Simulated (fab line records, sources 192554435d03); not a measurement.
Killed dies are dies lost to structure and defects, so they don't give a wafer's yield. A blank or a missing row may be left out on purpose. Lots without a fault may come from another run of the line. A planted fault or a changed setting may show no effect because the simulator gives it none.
One fault seen from 2 desks | flow n5_finfet | each desk has only its own numbers; what lay behind them comes last

THE METROLOGY DESK
What the gauges read, lot by lot, whatever tool the lot ran on: means of the sampled wafers that have a number. A lot is out of limits, marked OUT, if its mean lies more than 4 standard deviations from the usual mean; the brackets give that distance. Of its 11 readings 7 are shown: those that lie furthest out on some lot.
Columns: A = DIBL_P at N5_BEOL_M4_RC_MEAS_101, usual 37.4 mV/V; B = ION_N at N5_BEOL_M4_RC_MEAS_101, usual 683 uA/um; C = ION_P at N5_BEOL_M4_RC_MEAS_101, usual 467 uA/um; D = SS_N at N5_BEOL_M4_RC_MEAS_101, usual 71.7 mV/dec; E = SS_P at N5_BEOL_M4_RC_MEAS_101, usual 73.5 mV/dec; F = VT_N at N5_BEOL_M4_RC_MEAS_101, usual 249 mV; G = VT_P at N5_BEOL_M4_RC_MEAS_101, usual -250 mV
lot  | first seen here | A    | B   | C   | D    | E    | F   | G
L198 | day 2 00:46     | 39.1 | 685 | 465 | 72.1 | 73.8 | 249 | -251
L200 | day 2 12:38     | 33.9 | 665 | 452 | 71.3 | 72.4 | 253 | -255
L202 | day 3 00:50     | 36.6 | 680 | 470 | 71.7 | 73.3 | 248 | -247
L209 | day 4 18:46     | 40.7 | 687 | 468 | 72.6 | 74.4 | 247 | -245
L211 | day 5 06:46     | 36.0 | 667 | 457 | 71.9 | 73.0 | 250 | -250
L212 | day 5 12:46     | 38.6 | 675 | 463 | 71.6 | 73.3 | 251 | -250
L213 | day 5 18:46     | 36.0 | 662 | 461 | 70.8 | 73.1 | 256 | -251
L216 | day 6 12:46     | 38.1 | 666 | 452 | 71.7 | 73.3 | 249 | -254
L218 | day 7 00:47     | 34.9 | 674 | 462 | 71.0 | 73.0 | 253 | -257
This desk's finding: nothing out of limits on any of the 9 lots.

THE DEFECT DESK
What the inspections along the route counted, lot by lot: means of the sampled wafers that have a number. A lot is out of limits, marked OUT, if its mean lies more than 4 standard deviations from the usual mean; the brackets give that distance.
Columns: A = raw_defect_count at N5_START_INSPECT_01, usual 5.8; B = raw_defect_count at N5_WELL_APT_INSPECT_27, usual 2.0; C = raw_defect_count at N5_WELL_APT_INSPECT_38, usual 14; D = raw_defect_count at N5_PMOS_HMC_CHANNEL_EPI_INSPECT_11, usual 2.1
lot  | first seen here | A   | B                       | C             | D
L198 | day 2 00:02     | 6.0 | 1.0                     | 10            | 2.0
L200 | day 2 12:02     | 5.3 | 2.3                     | 17            | 1.3
L202 | day 3 00:02     | 4.7 | 252.0 (+99 or more) OUT | 273 (+50) OUT | 260.3 (+99 or more) OUT
L209 | day 4 18:02     | 6.0 | 246.7 (+99 or more) OUT | 264 (+48) OUT | 252.0 (+99 or more) OUT
L211 | day 5 06:02     | 3.7 | 1.3                     | 18            | 2.3
L212 | day 5 12:02     | 4.7 | 2.0                     | 6             | 1.0
L213 | day 5 18:02     | 6.7 | 2.3                     | 18            | 2.7
L216 | day 6 12:02     | 4.0 | 2.0                     | 13            | 4.0
L218 | day 7 00:02     | 4.3 | 1.7                     | 12            | 1.3
This desk's finding: out of limits on L202, L209; first on L202, day 3 04:10 (raw_defect_count at N5_WELL_APT_INSPECT_27). In limits: L198, L200, L211, L212, L213, L216, L218.

PUT TOGETHER
The defect desk could have raised an alarm at day 3 04:10, on L202, L209.
The metrology desk saw nothing out of limits.
The metrology desk has L202, L209 on record, within its limits.
Of the lots named, all ran N5_WELL_APT_STRIP_16 on wet_bench-04.

WHAT THE SIMULATOR HAD PUT IN
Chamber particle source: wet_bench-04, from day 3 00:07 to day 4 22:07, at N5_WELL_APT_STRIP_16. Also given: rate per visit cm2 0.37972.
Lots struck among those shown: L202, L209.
Hours from the fault's start to each desk's first reading out of limits: the defect desk, 4.
